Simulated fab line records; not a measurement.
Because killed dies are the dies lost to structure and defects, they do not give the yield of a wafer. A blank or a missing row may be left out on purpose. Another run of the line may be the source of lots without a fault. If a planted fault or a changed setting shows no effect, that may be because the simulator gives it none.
Which tool was responsible? | flow nand harc | 12 lots, 32 wafers sampled, at 6 steps of a route of 1159

## WHAT EACH GAUGE READ, for each wafer
NHARC_END_SORT_01. Usual: killed at array 26, standard deviation 10; killed at other 0.5, standard deviation 0.87; killed at periphery 3.0, standard deviation 2.5; killed dies 29, standard deviation 11; killed open 3.3, standard deviation 1.9; killed short 1.8, standard deviation 1.5.
lot  | measured     | on        | killed at array | killed at other | killed at periphery | killed dies | killed open | killed short | flag
L737 | day 21 04:37 | prober-02 | 85              | 0               | 5                   | 90          | 4           | 1            | OFF
L739 | day 21 06:02 | prober-01 | 94              | 1               | 1                   | 96          | 7           | 1            | OFF

## WHICH TOOL RAN EACH LOT (tool, then ch and the chambers of the sampled wafers, then the start)
lot  | NHARC_A_STAIRCASE_ALD_415        | NHARC_A_STAIRCASE_DEP_322       | NHARC_A_STAIRCASE_DEP_325       | NHARC_A_STAIRCASE_ETCH_444         | NHARC_A_SGD_CUT_DEP_00
L732 | ald hk-01 ch 0,1,3, day 12 00:10 | pecvd-03 ch 0,1,2, day 13 00:34 | pecvd-04 ch 0,1, day 13 09:05   | rie diel-11 ch 1,2,3, day 13 18:13 | pecvd-01 ch 0,1,2, day 14 00:02
L733 | ald hk-01 ch 1,2,3, day 12 04:29 | pecvd-01 ch 0,1,2, day 13 03:36 | pecvd-01 ch 0,1,2, day 13 09:44 | rie diel-07 ch 2,3, day 13 18:26   | pecvd-03 ch 0,1,2, day 14 00:59
L734 | ald hk-02 ch 1,2,3, day 12 06:09 | pecvd-03 ch 0,1,2, day 13 01:08 | pecvd-04 ch 0,1, day 13 09:56   | rie diel-11 ch 1,2,3, day 13 19:38 | pecvd-03 ch 0,1,2, day 14 01:09
L737 | ald hk-01 ch 2, day 13 01:47     | pecvd-04 ch 0, day 14 00:02     | pecvd-01 ch 2, day 14 07:36     | rie diel-03 ch 0, day 14 16:22     | pecvd-03 ch 2, day 15 00:10
L736 | ald hk-03 ch 1,3, day 13 03:20   | pecvd-01 ch 0,2, day 13 23:40   | pecvd-03 ch 0,2, day 14 07:24   | rie diel-11 ch 1,2,3, day 14 15:55 | pecvd-03 ch 0,1,2, day 14 20:50
L739 | ald hk-01 ch 2, day 13 06:10     | pecvd-04 ch 0, day 14 04:58     | pecvd-04 ch 1, day 14 12:59     | rie diel-03 ch 3, day 14 22:49     | pecvd-01 ch 0, day 15 08:26
L751 | ald hk-03 ch 2,3, day 16 04:59   | pecvd-04 ch 0,2, day 17 05:30   | pecvd-03 ch 0,1,2, day 17 12:29 | rie diel-11 ch 2,3, day 17 22:07   | pecvd-01 ch 0,1,2, day 18 03:38
L750 | ald hk-03 ch 1,2,3, day 16 08:03 | pecvd-01 ch 0,1,2, day 17 05:27 | pecvd-01 ch 0,1, day 17 12:29   | rie diel-03 ch 0,2,3, day 17 22:24 | pecvd-02 ch 0,2, day 18 04:54
L752 | ald hk-03 ch 0,2,3, day 16 21:01 | pecvd-01 ch 1,2, day 17 19:28   | pecvd-04 ch 0,1,2, day 18 07:01 | rie diel-07 ch 0,2,3, day 18 18:07 | pecvd-03 ch 0,1,2, day 18 23:24
L754 | ald hk-01 ch 0,2,3, day 17 15:31 | pecvd-04 ch 1,2, day 18 14:29   | pecvd-04 ch 0,1, day 18 23:28   | rie diel-03 ch 2,3, day 19 07:09   | pecvd-02 ch 0,1,2, day 19 12:14
L753 | ald hk-01 ch 0,2,3, day 17 17:32 | pecvd-03 ch 1,2, day 18 15:04   | pecvd-03 ch 0,2, day 18 23:44   | rie diel-07 ch 0,3, day 19 07:23   | pecvd-03 ch 0,2, day 19 12:26
L755 | ald hk-01 ch 0,2,3, day 17 19:53 | pecvd-03 ch 0,1,2, day 18 20:25 | pecvd-01 ch 0,1, day 19 03:32   | rie diel-03 ch 0,1,2, day 19 13:59 | pecvd-01 ch 0,1,2, day 19 19:02
- NHARC_A_STAIRCASE_ALD_415: deposits SiO2, target thk 30 nm, pulse time 6 s, ald cycles 300.
- NHARC_A_STAIRCASE_DEP_322: deposits SiO2, target thk 3800 nm.
- NHARC_A_STAIRCASE_DEP_325: deposits SiO2, target thk 3800 nm.
- NHARC_A_STAIRCASE_ETCH_444: etches the open film in C4F8/O2, target depth 10200 nm, time 3400 s.
- NHARC_A_SGD_CUT_DEP_00: deposits SiNx, target thk 50 nm.

## WHAT THE TOOLS THEMSELVES READ (means of the sampled wafers that have a number; where no wafer has one, the mark that the record gives instead)
NHARC_A_STAIRCASE_ALD_415. Usual: heater power outer w 264 W, standard deviation 26; heater power w 459 W, standard deviation 42; precursor pulse height rel 0.999, standard deviation 0.02.
lot  | tool      | heater power outer w (W) | heater power w (W) | precursor pulse height rel | flag
L732 | ald hk-01 | 260                      | 435                | 0.990                      |
L733 | ald hk-01 | 248                      | 430                | 1.007                      |
L734 | ald hk-02 | 260                      | 456                | 1.001                      |
L737 | ald hk-01 | 260                      | 455                | 1.018                      |
L736 | ald hk-03 | 284                      | 505                | 0.997                      |
L739 | ald hk-01 | 253                      | 468                | 0.990                      |
L751 | ald hk-03 | 294                      | 499                | 0.990                      |
L750 | ald hk-03 | 284                      | 502                | 0.997                      |
L752 | ald hk-03 | 280                      | 502                | 0.999                      |
L754 | ald hk-01 | 263                      | 455                | 1.008                      |
L753 | ald hk-01 | 267                      | 449                | 0.995                      |
L755 | ald hk-01 | 259                      | 453                | 1.001                      |

NHARC_A_STAIRCASE_DEP_322. Usual: heater power outer w 381 W, standard deviation 52; heater power w 659 W, standard deviation 85.
lot  | tool     | heater power outer w (W) | heater power w (W) | flag
L732 | pecvd-03 | 385                      | 670                |
L733 | pecvd-01 | 393                      | 693                |
L734 | pecvd-03 | 423                      | 710                |
L737 | pecvd-04 | 301                      | 522                |
L736 | pecvd-01 | 381                      | 680                |
L739 | pecvd-04 | 296                      | 531                |
L751 | pecvd-04 | 351                      | 622                |
L750 | pecvd-01 | 415                      | 731                |
L752 | pecvd-01 | 433                      | 742                |
L754 | pecvd-04 | 375                      | 673                |
L753 | pecvd-03 | 416                      | 701                |
L755 | pecvd-03 | 431                      | 712                |

NHARC_A_STAIRCASE_DEP_325. Usual: heater power outer w 377 W, standard deviation 52; heater power w 652 W, standard deviation 89.
lot  | tool     | heater power outer w (W) | heater power w (W) | flag
L732 | pecvd-04 | 366                      | 603                |
L733 | pecvd-01 | 382                      | 684                |
L734 | pecvd-04 | 351                      | 587                |
L737 | pecvd-01 | 331                      | 670                |
L736 | pecvd-03 | 366                      | 627                |
L739 | pecvd-04 | 320                      | 556                |
L751 | pecvd-03 | 400                      | 676                |
L750 | pecvd-01 | 423                      | 705                |
L752 | pecvd-04 | 374                      | 648                |
L754 | pecvd-04 | 335                      | 566                |
L753 | pecvd-03 | 381                      | 648                |
L755 | pecvd-01 | 418                      | 744                |

NHARC_A_STAIRCASE_ETCH_444. Usual: bias w 1000.3 W, standard deviation 2.7; oes product au 0.929 a.u., standard deviation 0.014; rf vpp V 807 V, standard deviation 3.7.
lot  | tool        | bias w (W) | oes product au (a.u.) | rf vpp V (V) | flag
L732 | rie diel-11 | 999.0      | 0.927                 | 804          |
L733 | rie diel-07 | 1000.5     | 0.924                 | 804          |
L734 | rie diel-11 | 1003.1     | 0.924                 | 804          |
L737 | rie diel-03 | 1003.6     | 0.938                 | 810          |
L736 | rie diel-11 | 997.5      | 0.924                 | 804          |
L739 | rie diel-03 | 1000.7     | 0.943                 | 805          |
L751 | rie diel-11 | 1000.2     | 0.931                 | 800          |
L750 | rie diel-03 | 996.8      | 0.931                 | 809          |
L752 | rie diel-07 | 1003.5     | 0.964                 | 807          |
L754 | rie diel-03 | 1001.1     | 0.922                 | 809          |
L753 | rie diel-07 | 999.6      | 0.944                 | 807          |
L755 | rie diel-03 | 1001.9     | 0.922                 | 811          |

NHARC_A_SGD_CUT_DEP_00. Usual: heater power outer w 427 W, standard deviation 53; heater power w 724 W, standard deviation 81.
lot  | tool     | heater power outer w (W) | heater power w (W) | flag
L732 | pecvd-01 | 421                      | 717                |
L733 | pecvd-03 | 472                      | 776                |
L734 | pecvd-03 | 425                      | 716                |
L737 | pecvd-03 | 464                      | 704                |
L736 | pecvd-03 | 458                      | 750                |
L739 | pecvd-01 | 437                      | 751                |
L751 | pecvd-01 | 428                      | 738                |
L750 | pecvd-02 | 456                      | 754                |
L752 | pecvd-03 | 418                      | 706                |
L754 | pecvd-02 | 377                      | 650                |
L753 | pecvd-03 | 462                      | 714                |
L755 | pecvd-01 | 433                      | 754                |

## THE ANSWER, worked out from the rows above alone
Rule: take the mean of a lot's wafers that have a number; if it is more than 3 standard deviations from the usual mean, the lot is off. A lot without any number at a reading at which 4 lots or more have one is off too. Where the step has rows for the other lots, those lots are counted as sound. The gauges are gone through in route order, then the tools' own readings, and for those a lot's mean is taken as printed above. The first step at which some lot is off is used, and at that step the reading that is off furthest; a lot without a number counts as furthest.
Off, at NHARC_END_SORT_01 on killed at array: L737, L739. Neither off nor sound, because the step has no rows for them: L732, L733, L734, L736, L751, L750, L752, L754, L753, L755.
If a tool, at a process step before that reading, ran all the lots that are off and no sound lot after the first of them, it fits. Those tools and the gauges at NHARC_END_SORT_01 are tried in the same way. Can't be told from this: 3 tools fit, ald hk-01 at NHARC_A_STAIRCASE_ALD_415, pecvd-04 at NHARC_A_STAIRCASE_DEP_322, rie diel-03 at NHARC_A_STAIRCASE_ETCH_444.

## WHAT THE SIMULATOR HAD PUT IN
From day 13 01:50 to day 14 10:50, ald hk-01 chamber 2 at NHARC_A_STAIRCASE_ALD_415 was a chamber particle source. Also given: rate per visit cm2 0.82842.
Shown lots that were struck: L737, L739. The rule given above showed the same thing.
